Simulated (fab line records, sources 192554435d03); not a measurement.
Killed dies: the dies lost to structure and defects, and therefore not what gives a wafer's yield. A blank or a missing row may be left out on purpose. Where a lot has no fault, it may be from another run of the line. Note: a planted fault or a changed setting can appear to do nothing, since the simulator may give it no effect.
fab line records + flow n5Finfet
record:
- lots: 8
- wafers: 24
- lastDay: 20
route steps=1938 shown FIN_SAQP@121 FIN_CUT@164 BEOL_M4@1111 PASSIVATION@1936
lots that met no fault: taken from a fault-free run of the same line
startH: hours from the record's opening day to when the first of the lot's shown wafers began + waitH: hours since the lot's step before + " same as the row above + L1.1+2: one row covering several wafers at once + - no value present, or no start provided + * or withheld: withheld + < > ~ a bound
route shown NAME@n: a module of which the file shows steps, and the number in the route of the first + usual: mean and standard deviation over wafers with no fault + same: alike in all rows + chamber/n: place in a boat + sites: per-site readings + _std_site: the values' standard deviation + _edge_site: the outer-site mean with the inner-site mean subtracted + radiusMm: how far each site lies from the wafer's centre + mask NAME#n: copy n + behind: the tool/chamber that last shaped the wafer + hold: the reason the lot was held/the length of the hold in hours/how it ended + device: transistor that didn't switch, given as n, p or np + end of line: the route-end tests of the same wafers + a step without rows: its recipe alone + killed: count of dies lost to structure and defects at first sort (not the wafer's yield) + map: dies across one wafer; x = killed, . = not, _ = none there
set.NAME: the run value of the setting; set.NAME@STEP: its run value at that earlier step + model.NAME: the simulator's own value behind a step, which no gauge read
a sample of lots followed through the steps of the route, with each step as a table and each wafer as a row
services: the hour from which a tool's chamber was out of use, counted from the record's first day as startH (under 0 if before that day), plus the number of hours and why
== steps ==
step: N5_FIN_SAQP_STRIP_55
recipe:
- chemistry: N2/H2
- powerW: 500
- tempC: 40
- pressureMtorr: 50
- rfFrequencyHz: 6e+07
- overashFraction: 0.3
- biasPowerW: 28
- h2Frac: 0.5
- n2FlowSccm: 300
- h2FlowSccm: 300
usual:
- drypumpMotorCurrentA: 5.8/0.39
- oesProductAu: 0.82/0.071
- rfVppV: 122.3/1.5
- showerheadPlenumPTorr: 3.41/0.087
- throttleValvePct: 18.9/0.35
same:
- overashFraction: 0.3
| lot.wafer | tool       | chamber | startH | waitH | drypumpMotorCurrentA | oesProductAu | rfHoursCounterH | rfVppV | showerheadPlenumPTorr | throttleValvePct |
|-----------|------------|---------|--------|-------|----------------------|--------------|-----------------|--------|-----------------------|------------------|
| L839.1    | rieDiel-01 | 0       | 39.73  | 0.1   | 5.8                  | 0.92         | 25              | 124.6  | 3.56                  | 19.0             |
| L839.2    | "          | 1       | "      | "     | 5.8                  | 0.89         | 39              | 121.5  | 3.42                  | 18.8             |
| L839.5    | "          | 0       | "      | "     | 5.8                  | 0.93         | -               | 121.7  | 3.56                  | 19.1             |
| L840.1    | rieDiel-01 | 0       | 45.90  | 0.1   | 5.8                  | 0.92         | 26              | 122.4  | 3.56                  | 19.1             |
| L840.3    | "          | 1       | "      | "     | 5.8                  | 0.88         | 40              | 121.0  | 3.42                  | 18.8             |
| L840.5    | "          | 1       | "      | "     | 5.8                  | 0.89         | -               | 124.6  | 3.42                  | 18.8             |
| L846.1    | rieDiel-06 | 0       | 82.07  | 0.1   | 6.0                  | 0.76         | 155             | 121.5  | 3.35                  | 19.3             |
| L846.2    | "          | 2       | "      | "     | 5.0                  | 0.76         | 145             | 121.9  | 3.50                  | 19.1             |
| L846.4    | "          | 3       | "      | "     | 5.9                  | 0.78         | 113             | 122.7  | 3.37                  | 18.9             |
| L847.2    | rieDiel-01 | 0       | 88.05  | 0.1   | 5.7                  | 0.90         | 42              | 123.9  | 3.55                  | 19.1             |
| L847.3    | "          | 2       | "      | "     | 6.3                  | 0.89         | 32              | 122.8  | 3.29                  | 18.8             |
| L847.6    | "          | 1       | "      | "     | 5.8                  | 0.88         | -               | 119.6  | 3.41                  | 18.8             |
| L849.2    | rieDiel-06 | 3       | 100.22 | 0.2   | 5.9                  | 0.78         | 121             | 125.3  | 3.37                  | 18.9             |
| L849.3    | "          | 0       | "      | "     | 6.0                  | 0.75         | 162             | 121.1  | 3.34                  | 19.3             |
| L849.5    | "          | 0       | "      | "     | 6.0                  | 0.75         | -               | 119.4  | 3.34                  | 19.3             |
| L855.1    | rieDiel-04 | 3       | 136.29 | 0.1   | 6.5                  | 0.76         | 171             | 121.2  | 3.48                  | 18.5             |
| L855.3    | "          | 2       | "      | "     | 5.4                  | 0.72         | 187             | 123.3  | 3.47                  | 19.6             |
| L855.5    | "          | 1       | "      | "     | 5.3                  | 0.82         | -               | 121.5  | 3.39                  | 18.2             |
| L857.1    | rieDiel-04 | 3       | 151.55 | 0.1   | 6.5                  | 0.75         | 176             | 122.9  | 3.48                  | 18.5             |
| L857.2    | "          | 1       | "      | "     | 5.3                  | 0.82         | 83              | 119.9  | 3.39                  | 18.3             |
| L857.4    | "          | 0       | "      | "     | 6.4                  | 0.97         | 4               | 123.3  | 3.58                  | 18.6             |
| L859.4    | rieDiel-06 | 0       | 161.06 | 0.1   | 6.0                  | 0.75         | 181             | 123.5  | 3.33                  | 19.4             |
| L859.5    | "          | 3       | "      | "     | 5.9                  | 0.75         | -               | 122.2  | 3.36                  | 18.9             |
| L859.6    | "          | 0       | "      | "     | 6.0                  | 0.74         | -               | 123.1  | 3.33                  | 19.4             |
step: N5_FIN_SAQP_SPACER2_ALD_28
recipe:
- material: SiO2
- targetThkA: 81
- tempC: 300
- aldPrecursorFamily: BDEAS
- aldCoReactant: O2-plasma
- pulseTimeS: 1
- purgeTimeS: 2
- coReactantPurgeTimeS: 2
- pressureTorr: 2
usual:
- heaterPowerW: 483/61
- precursorPulseHeightRel: 1.002/0.02
| lot.wafer | tool      | chamber | startH | waitH | heaterPowerW | precursorPulseHeightRel |
|-----------|-----------|---------|--------|-------|--------------|-------------------------|
| L839.1    | aldSin-01 | 0       | 43.11  | 0.8   | 558          | 1.000                   |
| L839.2    | "         | 3       | "      | "     | 424          | 1.006                   |
| L839.5    | "         | 3       | "      | "     | 424          | 0.995                   |
| L840.1    | aldSin-04 | 0       | 49.68  | 0.1   | 386          | 1.012                   |
| L840.3    | "         | 2       | "      | "     | 541          | 1.009                   |
| L840.5    | "         | 3       | "      | "     | 545          | 0.998                   |
| L846.1    | aldSin-04 | 3       | 85.02  | 0.4   | 536          | 1.019                   |
| L846.2    | "         | 2       | "      | "     | 545          | 1.020                   |
| L846.4    | "         | 0       | "      | "     | 412          | 1.020                   |
| L847.2    | aldSin-04 | 3       | 91.47  | 0.3   | 532          | 0.996                   |
| L847.3    | "         | 1       | "      | "     | 486          | 1.000                   |
| L847.6    | "         | 1       | "      | "     | 476          | 0.948                   |
| L849.2    | aldSin-04 | 1       | 104.03 | 0.3   | 497          | 1.038                   |
| L849.3    | "         | 0       | "      | "     | 402          | 0.955                   |
| L849.5    | "         | 3       | "      | "     | 554          | 1.013                   |
| L855.1    | aldSin-01 | 0       | 141.27 | 1.6   | 533          | 0.975                   |
| L855.3    | "         | 2       | "      | "     | 533          | 1.014                   |
| L855.5    | "         | 1       | "      | "     | 451          | 1.011                   |
| L857.1    | aldSin-03 | 2       | 154.37 | 0.1   | 586          | 1.017                   |
| L857.2    | "         | 3       | "      | "     | 386          | 1.007                   |
| L857.4    | "         | 1       | "      | "     | 462          | 1.021                   |
| L859.4    | aldSin-03 | 3       | 164.03 | 0.1   | 398          | 1.012                   |
| L859.5    | "         | 2       | "      | "     | 604          | 0.985                   |
| L859.6    | "         | 1       | "      | "     | 488          | 0.977                   |
step: N5_FIN_SAQP_FIN_ETCH_36
recipe:
- chemistry: HBr/Cl2/O2
- targetDepthA: 1200
- maskMaterial: SiNx
- timeS: 50.4
- biasW: 102
- pressureMtorr: 10
- icpW: 800
- HBr_flow_sccm: 150
- Cl2_flow_sccm: 80
- O2_flow_sccm: 12
usual:
- drypumpMotorCurrentA: 6.0/0.54
- oesProductAu: 1.006/0.017
- throttleValvePct: 36.11/0.26
| lot.wafer | tool     | chamber | startH | waitH | drypumpMotorCurrentA | oesProductAu | rfHoursCounterH | throttleValvePct |
|-----------|----------|---------|--------|-------|----------------------|--------------|-----------------|------------------|
| L839.1    | rieSi-04 | 1       | 43.97  | 0.0   | 6.1                  | 0.993        | 74              | 35.94            |
| L839.2    | "        | 2       | "      | "     | 6.6                  | 1.012        | 61              | 35.84            |
| L839.5    | "        | 3       | "      | "     | 6.1                  | 1.011        | -               | 35.58            |
| L840.1    | rieSi-01 | 3       | 50.60  | 0.0   | 6.8                  | 1.008        | 172             | 36.18            |
| L840.3    | "        | 0       | "      | "     | 5.7                  | 1.006        | 129             | 36.52            |
| L840.5    | "        | 3       | "      | "     | 6.8                  | 1.009        | -               | 36.17            |
| L846.1    | rieSi-01 | 2       | 85.88  | 0.0   | 5.5                  | 1.023        | 19              | 36.35            |
| L846.2    | "        | 3       | "      | "     | 6.7                  | 1.003        | 173             | 36.18            |
| L846.4    | "        | 0       | "      | "     | 5.7                  | 1.007        | 129             | 36.53            |
| L847.2    | rieSi-01 | 1       | 92.33  | 0.0   | 6.8                  | 1.011        | 63              | 36.19            |
| L847.3    | "        | 2       | "      | "     | 5.5                  | 1.032        | 19              | 36.34            |
| L847.6    | "        | 0       | "      | "     | 5.7                  | 1.014        | -               | 36.53            |
| L849.2    | rieSi-02 | 3       | 105.02 | 0.0   | 5.6                  | 0.989        | 91              | 36.07            |
| L849.3    | "        | 1       | "      | "     | 6.1                  | 1.018        | 12              | 36.07            |
| L849.5    | "        | 3       | "      | "     | 5.6                  | 0.993        | -               | 36.09            |
| L855.1    | rieSi-01 | 2       | 142.12 | 0.0   | 5.5                  | 1.033        | 20              | 36.35            |
| L855.3    | "        | 0       | "      | "     | 5.7                  | 0.993        | 131             | 36.53            |
| L855.5    | "        | 3       | "      | "     | 6.7                  | 1.004        | -               | 36.17            |
| L857.1    | rieSi-01 | 2       | 155.22 | 0.0   | 5.5                  | 1.040        | 20              | 36.33            |
| L857.2    | "        | 0       | "      | "     | 5.7                  | 1.018        | 131             | 36.52            |
| L857.4    | "        | 3       | "      | "     | 6.8                  | 1.004        | 174             | 36.17            |
| L859.4    | rieSi-02 | 2       | 164.88 | 0.0   | 5.4                  | 1.011        | 23              | 36.03            |
| L859.5    | "        | 0       | "      | "     | 5.2                  | 1.028        | -               | 36.32            |
| L859.6    | "        | 3       | "      | "     | 5.6                  | 0.995        | -               | 36.08            |
step: N5_FIN_SAQP_INSPECT_40
recipe:
- inspectInstrument: brightfield
- mode: aei
usual:
- rawDefectCount: 222/64
| lot.wafer | tool             | chamber | startH | waitH | rawDefectCount |
|-----------|------------------|---------|--------|-------|----------------|
| L839.1    | defectInspect-01 | -       | 44.22  | 0.0   | 136            |
| L839.2    | "                | -       | "      | "     | 190            |
| L839.5    | "                | -       | "      | "     | 171            |
| L840.1    | defectInspect-01 | -       | 50.85  | 0.0   | 171            |
| L840.3    | "                | -       | "      | "     | 146            |
| L840.5    | "                | -       | "      | "     | 93             |
| L846.1    | defectInspect-01 | -       | 86.13  | 0.0   | 190            |
| L846.2    | "                | -       | "      | "     | 126            |
| L846.4    | "                | -       | "      | "     | 233            |
| L847.2    | defectInspect-01 | -       | 92.62  | 0.0   | 260            |
| L847.3    | "                | -       | "      | "     | 258            |
| L847.6    | "                | -       | "      | "     | 216            |
| L849.2    | defectInspect-02 | -       | 105.27 | 0.0   | 407            |
| L849.3    | "                | -       | "      | "     | 337            |
| L849.5    | "                | -       | "      | "     | 245            |
| L855.1    | defectInspect-01 | -       | 142.37 | 0.0   | 564            |
| L855.3    | "                | -       | "      | "     | 213            |
| L855.5    | "                | -       | "      | "     | 199            |
| L857.1    | defectInspect-01 | -       | 155.48 | 0.0   | 497            |
| L857.2    | "                | -       | "      | "     | 207            |
| L857.4    | "                | -       | "      | "     | 127            |
| L859.4    | defectInspect-01 | -       | 165.13 | 0.0   | 160            |
| L859.5    | "                | -       | "      | "     | 226            |
| L859.6    | "                | -       | "      | "     | 173            |
step: N5_FIN_CUT_OVL_MEAS_09
recipe:
- pointsPerWafer: 522
usual:
- FIN_CUT_OVL: 0.3/0.62
| lot.wafer | tool       | chamber | startH | waitH | FIN_CUT_OVL[nm] |
|-----------|------------|---------|--------|-------|-----------------|
| L839.1    | overlay-02 | 0       | 44.55  | 0.0   | 1.0             |
| L839.2    | "          | 0       | "      | "     | 0.9             |
| L839.5    | "          | 0       | "      | "     | 1.3             |
| L840.1    | overlay-02 | 0       | 51.31  | 0.0   | 0.4             |
| L840.3    | "          | 0       | "      | "     | 0.6             |
| L840.5    | "          | 0       | "      | "     | 0.1             |
| L846.1    | overlay-01 | 0       | 86.46  | 0.0   | 0.7             |
| L846.2    | "          | 0       | "      | "     | 0.9             |
| L846.4    | "          | 0       | "      | "     | 0.7             |
| L847.2    | overlay-01 | 0       | 93.08  | 0.0   | -0.9            |
| L847.3    | "          | 0       | "      | "     | -1.5            |
| L847.6    | "          | 0       | "      | "     | -1.2            |
| L849.2    | overlay-01 | 0       | 105.61 | 0.0   | 1.5             |
| L849.3    | "          | 0       | "      | "     | -0.3            |
| L849.5    | "          | 0       | "      | "     | 0.4             |
| L855.1    | overlay-01 | 0       | 142.71 | 0.0   | 0.0             |
| L855.3    | "          | 0       | "      | "     | 0.2             |
| L855.5    | "          | 0       | "      | "     | -0.4            |
| L857.1    | overlay-01 | 0       | 167.12 | 0.0   | 1.2             |
| L857.2    | "          | 0       | "      | "     | 0.7             |
| L857.4    | "          | 0       | "      | "     | 0.7             |
| L859.4    | overlay-01 | 0       | 167.40 | 0.0   | 1.3             |
| L859.5    | "          | 0       | "      | "     | 0.8             |
| L859.6    | "          | 0       | "      | "     | 1.5             |
step: N5_FIN_CUT_INSPECT_10
recipe:
- mode: adi
- inspectInstrument: brightfield
usual:
- rawDefectCount: 42/11
| lot.wafer | tool             | chamber | startH | waitH | rawDefectCount |
|-----------|------------------|---------|--------|-------|----------------|
| L839.1    | defectInspect-02 | -       | 44.61  | 0.1   | 30             |
| L839.2    | "                | -       | "      | "     | 40             |
| L839.5    | "                | -       | "      | "     | 38             |
| L840.1    | defectInspect-02 | -       | 51.37  | 0.1   | 37             |
| L840.3    | "                | -       | "      | "     | 26             |
| L840.5    | "                | -       | "      | "     | 21             |
| L846.1    | defectInspect-01 | -       | 86.52  | 0.1   | 33             |
| L846.2    | "                | -       | "      | "     | 31             |
| L846.4    | "                | -       | "      | "     | 36             |
| L847.2    | defectInspect-02 | -       | 93.13  | 0.0   | 52             |
| L847.3    | "                | -       | "      | "     | 53             |
| L847.6    | "                | -       | "      | "     | 36             |
| L849.2    | defectInspect-01 | -       | 105.67 | 0.1   | 91             |
| L849.3    | "                | -       | "      | "     | 52             |
| L849.5    | "                | -       | "      | "     | 39             |
| L855.1    | defectInspect-01 | -       | 142.76 | 0.1   | 360            |
| L855.3    | "                | -       | "      | "     | 34             |
| L855.5    | "                | -       | "      | "     | 34             |
| L857.1    | defectInspect-01 | -       | 167.18 | 0.1   | 356            |
| L857.2    | "                | -       | "      | "     | 35             |
| L857.4    | "                | -       | "      | "     | 23             |
| L859.4    | defectInspect-01 | -       | 167.44 | 0.0   | 27             |
| L859.5    | "                | -       | "      | "     | 35             |
| L859.6    | "                | -       | "      | "     | 30             |
step: N5_FIN_CUT_INSPECT_17
recipe:
- inspectInstrument: brightfield
- mode: aei
usual:
- rawDefectCount: 224/64
| lot.wafer | tool             | chamber | startH | waitH | rawDefectCount |
|-----------|------------------|---------|--------|-------|----------------|
| L839.1    | defectInspect-02 | -       | 45.73  | 0.0   | 156            |
| L839.2    | "                | -       | "      | "     | 195            |
| L839.5    | "                | -       | "      | "     | 154            |
| L840.1    | defectInspect-02 | -       | 52.32  | 0.0   | 179            |
| L840.3    | "                | -       | "      | "     | 141            |
| L840.5    | "                | -       | "      | "     | 113            |
| L846.1    | defectInspect-02 | -       | 87.56  | 0.0   | 191            |
| L846.2    | "                | -       | "      | "     | 147            |
| L846.4    | "                | -       | "      | "     | 262            |
| L847.2    | defectInspect-02 | -       | 94.25  | 0.0   | 291            |
| L847.3    | "                | -       | "      | "     | 261            |
| L847.6    | "                | -       | "      | "     | 210            |
| L849.2    | defectInspect-02 | -       | 106.68 | 0.0   | 410            |
| L849.3    | "                | -       | "      | "     | 351            |
| L849.5    | "                | -       | "      | "     | 241            |
| L855.1    | defectInspect-02 | -       | 143.80 | 0.0   | 578            |
| L855.3    | "                | -       | "      | "     | 209            |
| L855.5    | "                | -       | "      | "     | 197            |
| L857.1    | defectInspect-02 | -       | 170.34 | 0.0   | 512            |
| L857.2    | "                | -       | "      | "     | 216            |
| L857.4    | "                | -       | "      | "     | 141            |
| L859.4    | defectInspect-02 | -       | 171.24 | 0.0   | 163            |
| L859.5    | "                | -       | "      | "     | 254            |
| L859.6    | "                | -       | "      | "     | 177            |
step: N5_BEOL_M4_RC_MEAS_101
usual:
- DIBL_N: 36.5/1.2
- DIBL_P: 36.5/1.6
- IOFF_N: 0.162/0.023
- IOFF_P: 0.221/0.03
- ION_N: 678/8
- ION_P: 466/6.3
- SS_N: 71.6/0.46
- SS_P: 73.3/0.57
- VT_N: 249.2/2.6
- VT_P: -249/3.3
| lot.wafer | tool      | chamber | startH | waitH | DIBL_N[mV/V] | DIBL_P[mV/V] | IOFF_N[nA/um] | IOFF_P[nA/um] | ION_N[uA/um] | ION_P[uA/um] | SS_N[mV/dec] | SS_P[mV/dec] | VT_N[mV] | VT_P[mV] |
|-----------|-----------|---------|--------|-------|--------------|--------------|---------------|---------------|--------------|--------------|--------------|--------------|----------|----------|
| L839.1    | prober-02 | 0       | 235.17 | 0.0   | 34.9         | 33.9         | 0.131         | 0.212         | 674          | 468          | 71.7         | 72.4         | 250.3    | -247     |
| L839.2    | "         | 0       | "      | "     | 35.4         | 32.9         | 0.129         | 0.198         | 664          | 456          | 71.5         | 72.3         | 253.1    | -251     |
| L839.5    | "         | 0       | "      | "     | 36.6         | 34.1         | 0.145         | 0.216         | 668          | 469          | 72.1         | 72.4         | 250.4    | -247     |
| L840.1    | prober-02 | 0       | 241.66 | 0.0   | 36.6         | 38.9         | 0.186         | 0.239         | 683          | 467          | 71.1         | 74.4         | 248.0    | -248     |
| L840.3    | "         | 0       | "      | "     | 37.0         | 39.9         | 0.209         | 0.253         | 693          | 470          | 71.8         | 73.7         | 244.0    | -245     |
| L840.5    | "         | 0       | "      | "     | 36.9         | 39.0         | 0.191         | 0.232         | 682          | 470          | 71.4         | 73.8         | 246.5    | -248     |
| L846.1    | prober-01 | 0       | 266.00 | 0.0   | 34.8         | 35.7         | 0.142         | 0.203         | 668          | 463          | 71.2         | 72.7         | 250.4    | -250     |
| L846.2    | "         | 0       | "      | "     | 38.3         | 39.0         | 0.199         | 0.261         | 684          | 465          | 72.4         | 74.4         | 245.0    | -247     |
| L846.4    | "         | 0       | "      | "     | 37.4         | 37.6         | 0.173         | 0.230         | 665          | 458          | 72.0         | 73.6         | 249.0    | -251     |
| L847.2    | prober-02 | 0       | 287.76 | 0.2   | 35.7         | 35.1         | 0.158         | 0.179         | 681          | 454          | 71.3         | 73.0         | 252.5    | -254     |
| L847.3    | "         | 0       | "      | "     | 36.7         | 35.9         | 0.175         | 0.192         | 680          | 455          | 71.9         | 73.6         | 246.2    | -254     |
| L847.6    | "         | 0       | "      | "     | 36.8         | 36.9         | 0.188         | 0.210         | 689          | 463          | 72.1         | 73.7         | 249.9    | -250     |
| L849.2    | prober-01 | 0       | 290.62 | 0.2   | 36.6         | 36.6         | 0.161         | 0.226         | 682          | 467          | 71.9         | 73.1         | 251.7    | -247     |
| L849.3    | "         | 0       | "      | "     | 36.0         | 36.7         | 0.152         | 0.232         | 670          | 466          | 71.6         | 73.4         | 251.2    | -251     |
| L849.5    | "         | 0       | "      | "     | 37.1         | 37.6         | 0.177         | 0.246         | 686          | 471          | 71.3         | 72.5         | 247.3    | -246     |
| L855.1    | prober-02 | 0       | 324.15 | 0.0   | 38.8         | 39.4         | 0.225         | 0.302         | 700          | 475          | 72.1         | 74.0         | 243.9    | -244     |
| L855.3    | "         | 0       | "      | "     | 36.4         | 36.0         | 0.173         | 0.244         | 682          | 471          | 71.6         | 72.6         | 246.0    | -245     |
| L855.5    | "         | 0       | "      | "     | 38.4         | 38.4         | 0.204         | 0.288         | 687          | 479          | 71.8         | 74.0         | 246.0    | -244     |
| L857.1    | prober-02 | 0       | 361.53 | 0.0   | 37.5         | 37.2         | 0.169         | 0.210         | 675          | 462          | 72.1         | 73.1         | 250.7    | -251     |
| L857.2    | "         | 0       | "      | "     | 37.1         | 36.5         | 0.147         | 0.203         | 669          | 462          | 72.0         | 72.9         | 251.4    | -249     |
| L857.4    | "         | 0       | "      | "     | 35.6         | 34.3         | 0.125         | 0.176         | 668          | 459          | 70.9         | 73.2         | 253.9    | -252     |
| L859.4    | prober-02 | 0       | 367.87 | 0.5   | 38.1         | 38.1         | 0.181         | 0.251         | 678          | 468          | 72.3         | 74.5         | 248.3    | -249     |
| L859.5    | "         | 0       | "      | "     | 37.7         | 36.9         | 0.170         | 0.233         | 691          | 469          | 72.2         | 74.4         | 249.1    | -247     |
| L859.6    | "         | 0       | "      | "     | 39.2         | 38.9         | 0.206         | 0.258         | 690          | 463          | 72.1         | 73.9         | 245.9    | -249     |
step: N5_PASSIVATION_PROBE_49
usual:
- defectLimitedYield: 91.2/1.3
- killed_at_M0_to_M3: 34/9.2
- killed_at_M4_up: 14/5
- killedAtContacts: 13/6.7
- killedAtFrontEnd: 39/12
- killedAtOther: 4/3.3
- killedDies: 104/15
- killedOpen: 68/12
- killedShort: 34/7.5
- sort_bin_5_function: 5.2/0.87
- sort_bin_6_memory: 3.3/0.63
- sortNPass: 1076/15
- sortYieldPct: 91.2/1.3
same:
- grossDies: 1180
- killedAtBackSide: 0
- sort_bin_4_leakage[%]: 0
- sort_bin_8_speed[%]: 0
| lot.wafer | tool      | chamber | startH | waitH | defectLimitedYield[%] | killed_at_M0_to_M3 | killed_at_M4_up | killedAtContacts | killedAtFrontEnd | killedAtOther | killedDies | killedOpen | killedShort | sort_bin_5_function[%] | sort_bin_6_memory[%] | sortNPass | sortYieldPct[%] |
|-----------|-----------|---------|--------|-------|-----------------------|--------------------|-----------------|------------------|------------------|---------------|------------|------------|-------------|------------------------|----------------------|-----------|-----------------|
| L855.1    | prober-01 | -       | 435.61 | 0.0   | 83.8                  | 36                 | 11              | 19               | 119              | 6             | 191        | 62         | 27          | 10.9                   | 3.6                  | 989       | 83.8            |
| L855.3    | prober-01 | -       | 435.71 | 0.1   | 91.9                  | 42                 | 16              | 4                | 30               | 3             | 95         | 67         | 27          | 4.9                    | 2.8                  | 1085      | 91.9            |
| L855.5    | prober-01 | -       | 435.81 | 0.2   | 92.9                  | 27                 | 21              | 11               | 22               | 3             | 84         | 66         | 13          | 4.2                    | 2.8                  | 1096      | 92.9            |
| L857.1    | prober-01 | -       | 461.53 | 0.0   | 83.7                  | 33                 | 16              | 8                | 134              | 1             | 192        | 55         | 37          | 9.2                    | 4.7                  | 988       | 83.7            |
| L857.2    | prober-01 | -       | 461.58 | 0.1   | 91.0                  | 46                 | 16              | 10               | 27               | 7             | 106        | 66         | 40          | 5.4                    | 2.9                  | 1074      | 91.0            |
| L857.4    | prober-01 | -       | 461.68 | 0.2   | 92.3                  | 30                 | 16              | 15               | 28               | 2             | 91         | 66         | 25          | 4.6                    | 3.1                  | 1089      | 92.3            |
killed by level:class
L855.1 FIN_SAQP:unspecified=96 MOL_CONTACT_COAG:geometricParticle:open=16 BEOL_M0_SAQP:geometricParticle:open=10 BEOL_M3:geometricParticle:open=6 BEOL_M0_SAQP:geometricParticle:short=5 FIN_SAQP:geometricParticle:open=4 FIN_SAQP:geometricParticle:short=4 STI_FIN_REVEAL:geometricParticle:open=4
L855.3 STI_FIN_REVEAL:geometricParticle:open=12 BEOL_M2:geometricParticle:open=12 BEOL_M0_SAQP:geometricParticle:short=9 BEOL_M3:geometricParticle:open=9 BEOL_M1:geometricParticle:open=5 BEOL_M5:geometricParticle:open=5 MOL_CONTACT_COAG:geometricParticle:open=4 GATE_CUT:geometricParticle:short=3
L855.5 MOL_CONTACT_COAG:geometricParticle:open=11 BEOL_M3:geometricParticle:open=11 STI_FIN_REVEAL:geometricParticle:open=10 BEOL_M4:geometricParticle:open=10 BEOL_M5:geometricParticle:open=6 BEOL_M1:geometricParticle:open=5 FIN_SAQP:geometricParticle:open=3 DUMMY_GATE:geometricParticle:open=3
L857.1 FIN_SAQP:unspecified=97 BEOL_M4:geometricParticle:open=12 BEOL_M0_SAQP:geometricParticle:short=10 STI_FIN_REVEAL:geometricParticle:open=9 BEOL_M0_SAQP:geometricParticle:open=9 MOL_CONTACT_COAG:geometricParticle:open=6 BEOL_M3:geometricParticle:open=6 STARTING-WAFER:geometricParticle:short=5
L857.2 BEOL_M0_SAQP:geometricParticle:short=13 BEOL_M0_SAQP:geometricParticle:open=12 BEOL_M3:geometricParticle:open=10 MOL_CONTACT_COAG:geometricParticle:open=8 FIN_SAQP:geometricParticle:open=5 BEOL_M4:geometricParticle:open=5 STI_FIN_REVEAL:geometricParticle:open=4 BEOL_M2:geometricParticle:open=4
L857.4 MOL_CONTACT_COAG:geometricParticle:open=11 STI_FIN_REVEAL:geometricParticle:open=8 BEOL_M0_SAQP:geometricParticle:short=7 BEOL_M0_SAQP:geometricParticle:open=7 BEOL_M1:geometricParticle:open=7 BEOL_M4:geometricParticle:open=6 MOL_CONTACT_COAG:geometricParticle:short=4 BEOL_M3:geometricParticle:open=4
== services ==
| tool       | chamber | startH | hours | kind      |
|------------|---------|--------|-------|-----------|
| rieDiel-04 | -       | 35.16  | 2.8   | pm        |
| aldSin-04  | -       | 43.15  | 6.0   | pm        |
| rieSi-02   | 0       | 58.77  | 24.3  | repair    |
| aldSin-04  | -       | 64.17  | 2.8   | pm        |
| aldSin-01  | -       | 86.75  | 14.0  | pm        |
| aldSin-01  | 0       | 86.75  | 14.0  | ventCycle |
| aldSin-01  | 1       | 86.75  | 14.0  | ventCycle |
| aldSin-01  | 2       | 86.75  | 14.0  | ventCycle |
| aldSin-01  | 3       | 86.75  | 14.0  | ventCycle |
| rieSi-04   | 0       | 87.16  | 1.8   | repair    |
| rieSi-01   | -       | 94.55  | 1.6   | repair    |
| rieSi-01   | -       | 97.24  | 0.1   | repair    |
| aldSin-01  | 0       | 100.75 | -     | clean     |
| aldSin-01  | 1       | 100.75 | -     | clean     |
| aldSin-01  | 2       | 100.75 | -     | clean     |
| aldSin-01  | 3       | 100.75 | -     | clean     |
| rieDiel-04 | 1       | 106.06 | 2.9   | repair    |
| rieSi-01   | 3       | 109.37 | 7.2   | repair    |
| aldSin-04  | 0       | 123.95 | 17.5  | repair    |
| rieSi-02   | -       | 135.87 | 4.0   | pm        |
| aldSin-04  | -       | 136.29 | 55.4  | repair    |
| rieDiel-06 | -       | 152.62 | 0.9   | repair    |
| aldSin-01  | -       | 153.33 | 2.8   | pm        |
| rieDiel-01 | 0       | 161.28 | 4.4   | repair    |
== key ==
firstSign:
- step: N5_FIN_SAQP_INSPECT_40
- reading: rawDefectCount
- direction: up
- sigmas: 4.8
- usual: 222
- struck: 530
effect:
- step: N5_FIN_CUT_INSPECT_10
- reading: rawDefectCount
- direction: up
- sigmas: 28
- usual: 42
- struck: 358
effect:
- step: N5_FIN_CUT_INSPECT_17
- reading: rawDefectCount
- direction: up
- sigmas: 5
- usual: 224
- struck: 545
effect:
- step: N5_PASSIVATION_PROBE_49
- reading: killedAtFrontEnd
- direction: up
- sigmas: 7.1
- usual: 39
- struck: 126
moreKillsBornAt:
- N5_FIN_SAQP_FIN_ETCH_36@rieSi-01: 193
metAt N5_FIN_SAQP_FIN_ETCH_36
struckLots L855,L857
struckWafers L855.1,L857.1
notActingAt N5_FIN_SAQP_STRIP_55,N5_FIN_SAQP_SPACER2_ALD_28,N5_FIN_CUT_OVL_MEAS_09
onsetBetween 92.33 142.12
fault:
- kind: chamberParticleSource
- tool: rieSi-01
- chamber: 2
- onsetH: 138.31
- steps: N5_FIN_SAQP_FIN_ETCH_36
- ratePerVisitCm2: 0.46187
